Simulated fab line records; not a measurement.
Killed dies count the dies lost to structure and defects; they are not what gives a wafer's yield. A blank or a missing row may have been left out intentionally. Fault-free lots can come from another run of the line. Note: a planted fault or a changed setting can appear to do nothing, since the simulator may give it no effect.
Which tool did it? + flow nand-harc + 12 lots, 36 wafers sampled, at 4 steps of a route of 1159

WHAT EACH GAUGE READ, for each wafer
Not one reading of a measure or inspect step in the record can be checked against a usual standard deviation.

WHICH TOOL RAN EACH LOT (tool, then ch and the chambers of the sampled wafers, then the start)
| lot  | NHARC_P_M2_PVD_21                       | NHARC_P_BONDPAD_ETCH_12            | NHARC_P_BONDPAD_ETCH_24            | NHARC_P_BONDPAD_PVD_17   |
|------|-----------------------------------------|------------------------------------|------------------------------------|--------------------------|
| L157 | pvd-sputter-02, day 8 21:26 or earlier  | rie-diel-11 ch 1,2, day 8 21:26    | rie-diel-01 ch 0,2,3, no start     | pvd-sputter-02, no start |
| L159 | pvd-sputter-03, day 8 21:49 or earlier  | rie-diel-05 ch 1,3, day 8 21:49    | rie-diel-05 ch 0,2,3, no start     | pvd-sputter-03, no start |
| L158 | pvd-sputter-03, day 8 22:40 or earlier  | rie-diel-05 ch 0,2,3, day 8 22:40  | rie-diel-05 ch 1,3, no start       | pvd-sputter-03, no start |
| L156 | pvd-sputter-01, day 9 00:20 or earlier  | rie-diel-05 ch 0,2,3, day 9 00:20  | rie-diel-05 ch 2,3, no start       | pvd-sputter-02, no start |
| L160 | pvd-sputter-02, day 9 01:17 or earlier  | rie-diel-01 ch 0,1,2, day 9 01:17  | rie-diel-05 ch 0,2,3, no start     | pvd-sputter-02, no start |
| L163 | pvd-sputter-01, day 9 09:59 or earlier  | rie-diel-01 ch 0,1,2, day 9 09:59  | rie-diel-01 ch 1,3, no start       | pvd-sputter-01, no start |
| L162 | pvd-sputter-03, day 9 11:50 or earlier  | rie-diel-01 ch 0,1, day 9 11:50    | rie-diel-01 ch 0,3, no start       | pvd-sputter-03, no start |
| L161 | pvd-sputter-02, day 9 14:26 or earlier  | rie-diel-11 ch 0,1,2, day 9 14:26  | rie-diel-11 ch 0,1,3, no start     | pvd-sputter-03, no start |
| L164 | pvd-sputter-01, day 9 16:52 or earlier  | rie-diel-01 ch 0,2,3, day 9 16:52  | rie-diel-11 ch 0,1,3, no start     | pvd-sputter-03, no start |
| L170 | pvd-sputter-03, day 10 07:54 or earlier | rie-diel-01 ch 0,2,3, day 10 07:54 | rie-diel-11 ch 0,2,3, day 10 08:17 | pvd-sputter-03, no start |
| L172 | pvd-sputter-01, day 10 11:40 or earlier | rie-diel-01 ch 0,2,3, day 10 11:40 | rie-diel-11 ch 0,1, no start       | pvd-sputter-01, no start |
| L179 | pvd-sputter-02, day 11 20:34 or earlier | rie-diel-11 ch 0,2,3, day 11 20:34 | rie-diel-11 ch 1,2, no start       | pvd-sputter-02, no start |
- NHARC_P_M2_PVD_21: deposits Cu, target thk 30 nm, time 20.49 s.
- NHARC_P_BONDPAD_ETCH_12: etches the open film in CHF3/O2, target depth 200 nm, time 100 s.
- NHARC_P_BONDPAD_ETCH_24: etches the open film in CF4/N2, target depth 30 nm, time 72.99 s.
- NHARC_P_BONDPAD_PVD_17: deposits TaN, target thk 5 nm, time 8.06 s.

AS READ BY THE TOOLS THEMSELVES (means over the sampled wafers that have a number; for cases with no such wafer, the mark the record gives instead)
NHARC_P_M2_PVD_21. Usual: chamber-pressure-pa 4.999 Pa, standard deviation 0.01; throttle-valve-pct 30.0 %, standard deviation 0.96.
| lot  | tool           | chamber-pressure-pa (Pa) | throttle-valve-pct (%) | flag |
|------|----------------|--------------------------|------------------------|------|
| L157 | pvd-sputter-02 | 4.991                    | 29.8                   |      |
| L159 | pvd-sputter-03 | 4.999                    | 29.3                   |      |
| L158 | pvd-sputter-03 | 5.002                    | 30.0                   |      |
| L156 | pvd-sputter-01 | 4.992                    | 30.8                   |      |
| L160 | pvd-sputter-02 | 5.005                    | 29.8                   |      |
| L163 | pvd-sputter-01 | 4.995                    | 30.8                   |      |
| L162 | pvd-sputter-03 | 5.007                    | 29.8                   |      |
| L161 | pvd-sputter-02 | 4.995                    | 29.8                   |      |
| L164 | pvd-sputter-01 | 5.006                    | 30.6                   |      |
| L170 | pvd-sputter-03 | 4.994                    | 29.0                   |      |
| L172 | pvd-sputter-01 | 4.985                    | 30.6                   |      |
| L179 | pvd-sputter-02 | 4.999                    | 29.7                   |      |

NHARC_P_BONDPAD_ETCH_12. Usual: drypump-motor-current-A 5.9 A, standard deviation 0.32; oes-product-au 0.940 a.u., standard deviation 0.022; rf-vpp-V 370.9 V, standard deviation 2.2; run-length-s 121.2 s, standard deviation 0.43; showerhead-plenum-p-Torr 2.42 Torr, standard deviation 0.097; throttle-valve-pct 20.573 %, standard deviation 0.0096.
| lot  | tool        | drypump-motor-current-A (A) | oes-product-au (a.u.) | rf-vpp-V (V) | run-length-s (s) | showerhead-plenum-p-Torr (Torr) | throttle-valve-pct (%) | flag |
|------|-------------|-----------------------------|-----------------------|--------------|------------------|---------------------------------|------------------------|------|
| L157 | rie-diel-11 | 5.9                         | 0.958                 | 369.4        | 120.6            | 2.34                            | 20.576                 |      |
| L159 | rie-diel-05 | 5.9                         | 0.968                 | 370.3        | 121.5            | 2.35                            | 20.572                 |      |
| L158 | rie-diel-05 | 5.7                         | 0.956                 | 370.6        | 121.2            | 2.42                            | 20.575                 |      |
| L156 | rie-diel-05 | 5.8                         | 0.949                 | 371.4        | 121.5            | 2.42                            | 20.568                 |      |
| L160 | rie-diel-01 | 6.1                         | 0.943                 | 370.7        | 121.3            | 2.44                            | 20.577                 |      |
| L163 | rie-diel-01 | 6.1                         | 0.925                 | 371.9        | 121.1            | 2.44                            | 20.562                 |      |
| L162 | rie-diel-01 | 6.1                         | 0.927                 | 370.6        | 121.0            | 2.40                            | 20.577                 |      |
| L161 | rie-diel-11 | 5.9                         | 0.971                 | 371.7        | 121.0            | 2.45                            | 20.577                 |      |
| L164 | rie-diel-01 | 5.9                         | 0.917                 | 372.0        | 121.2            | 2.46                            | 20.574                 |      |
| L170 | rie-diel-01 | 5.9                         | 0.921                 | 371.5        | 117.9            | 2.46                            | 20.578                 | OFF  |
| L172 | rie-diel-01 | 5.9                         | 0.924                 | 370.5        | 114.5            | 2.46                            | 20.563                 | OFF  |
| L179 | rie-diel-11 | 5.7                         | 0.967                 | 371.0        | 121.2            | 2.44                            | 20.568                 |      |

NHARC_P_BONDPAD_ETCH_24. Usual: drypump-motor-current-A 5.9 A, standard deviation 0.34; oes-product-au 0.996 a.u., standard deviation 0.011; rf-vpp-V 314.7 V, standard deviation 2.1; run-length-s 94.2 s, standard deviation 0.43; showerhead-plenum-p-Torr 2.66 Torr, standard deviation 0.11; throttle-valve-pct 19.795 %, standard deviation 0.009.
| lot  | tool        | drypump-motor-current-A (A) | oes-product-au (a.u.) | rf-vpp-V (V) | run-length-s (s) | showerhead-plenum-p-Torr (Torr) | throttle-valve-pct (%) | flag |
|------|-------------|-----------------------------|-----------------------|--------------|------------------|---------------------------------|------------------------|------|
| L157 | rie-diel-01 | 5.9                         | 1.011                 | 315.5        | 94.1             | 2.69                            | 19.796                 |      |
| L159 | rie-diel-05 | 5.8                         | 0.989                 | 315.0        | 94.3             | 2.65                            | 19.803                 |      |
| L158 | rie-diel-05 | 5.9                         | 1.006                 | 312.6        | 94.4             | 2.57                            | 19.799                 |      |
| L156 | rie-diel-05 | 6.1                         | 0.997                 | 314.9        | 94.1             | 2.68                            | 19.796                 |      |
| L160 | rie-diel-05 | 5.7                         | 0.992                 | 314.3        | 94.3             | 2.65                            | 19.798                 |      |
| L163 | rie-diel-01 | 6.0                         | 0.983                 | 313.7        | 94.5             | 2.58                            | 19.793                 |      |
| L162 | rie-diel-01 | 5.8                         | 1.002                 | 314.3        | 94.1             | 2.63                            | 19.793                 |      |
| L161 | rie-diel-11 | 5.7                         | 1.000                 | 316.3        | 94.4             | 2.75                            | 19.782                 |      |
| L164 | rie-diel-11 | 5.7                         | 0.996                 | 315.8        | 94.2             | 2.75                            | 19.791                 |      |
| L170 | rie-diel-11 | 5.7                         | 0.989                 | 313.2        | 94.0             | 2.67                            | 19.799                 |      |
| L172 | rie-diel-11 | 6.0                         | 1.000                 | 317.7        | 94.1             | 2.79                            | 19.797                 |      |
| L179 | rie-diel-11 | 5.9                         | 0.999                 | 315.1        | 93.7             | 2.64                            | 19.792                 |      |

NHARC_P_BONDPAD_PVD_17. Usual: bias-v 168.5 V, standard deviation 1.7; chamber-pressure-pa 0.11998 Pa, standard deviation 0.00021; throttle-valve-pct 29.8 %, standard deviation 1.
| lot  | tool           | bias-v (V) | chamber-pressure-pa (Pa) | throttle-valve-pct (%) | flag |
|------|----------------|------------|--------------------------|------------------------|------|
| L157 | pvd-sputter-02 | 168.0      | 0.11992                  | 29.7                   |      |
| L159 | pvd-sputter-03 | 169.9      | 0.12012                  | 28.2                   |      |
| L158 | pvd-sputter-03 | 169.4      | 0.11982                  | 30.0                   |      |
| L156 | pvd-sputter-02 | 169.4      | 0.11980                  | 29.6                   |      |
| L160 | pvd-sputter-02 | 168.5      | 0.11984                  | 29.7                   |      |
| L163 | pvd-sputter-01 | 167.9      | 0.11984                  | 30.6                   |      |
| L162 | pvd-sputter-03 | 168.0      | 0.12003                  | 28.8                   |      |
| L161 | pvd-sputter-03 | 168.6      | 0.11995                  | 30.0                   |      |
| L164 | pvd-sputter-03 | 168.5      | 0.12009                  | 29.0                   |      |
| L170 | pvd-sputter-03 | 169.8      | 0.12012                  | 29.2                   |      |
| L172 | pvd-sputter-01 | 170.8      | 0.11985                  | 30.7                   |      |
| L179 | pvd-sputter-02 | 168.0      | 0.12003                  | 29.9                   |      |

THE ANSWER, worked out from the rows above alone
Rule: lot off if the mean of its wafers having a number is beyond 3 standard deviations from the usual mean. A lot without any number at a reading at which 4 lots or more have one is off too. Any other lot the step has rows for is counted as sound. After the gauges, taken in route order, come the tools' own readings; for these a lot's mean is taken, as printed above. The first step at which some lot is off is used, and at that step the reading that is off furthest; a lot without a number counts as furthest.
Off, at NHARC_P_BONDPAD_ETCH_12 on run-length-s: L170, L172.
If a tool, at that step or one of the process steps before it, ran each lot that is off and ran no sound lot following the first of them, it fits. NHARC_P_M2_PVD_21: start missing for some lots; hours and lot order therefore follow NHARC_P_BONDPAD_ETCH_12. One fits: rie-diel-01 at NHARC_P_BONDPAD_ETCH_12. A fault onset in the window from L164 (day 9 16:52, its last sound lot) to L170 (day 10 07:54, its first lot off) fits.
The tool's own readings at NHARC_P_BONDPAD_ETCH_12 bear it out: on the lots that are off they differ by more than 5 times the standard deviation of the sound lots' means. run-length-s reads 116.2 s there against 121.2 s on the sound lots.

WHAT THE SIMULATOR HAD PUT IN
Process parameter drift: rie-diel-01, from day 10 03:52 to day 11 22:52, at NHARC_P_BONDPAD_ETCH_12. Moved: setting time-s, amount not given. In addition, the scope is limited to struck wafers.
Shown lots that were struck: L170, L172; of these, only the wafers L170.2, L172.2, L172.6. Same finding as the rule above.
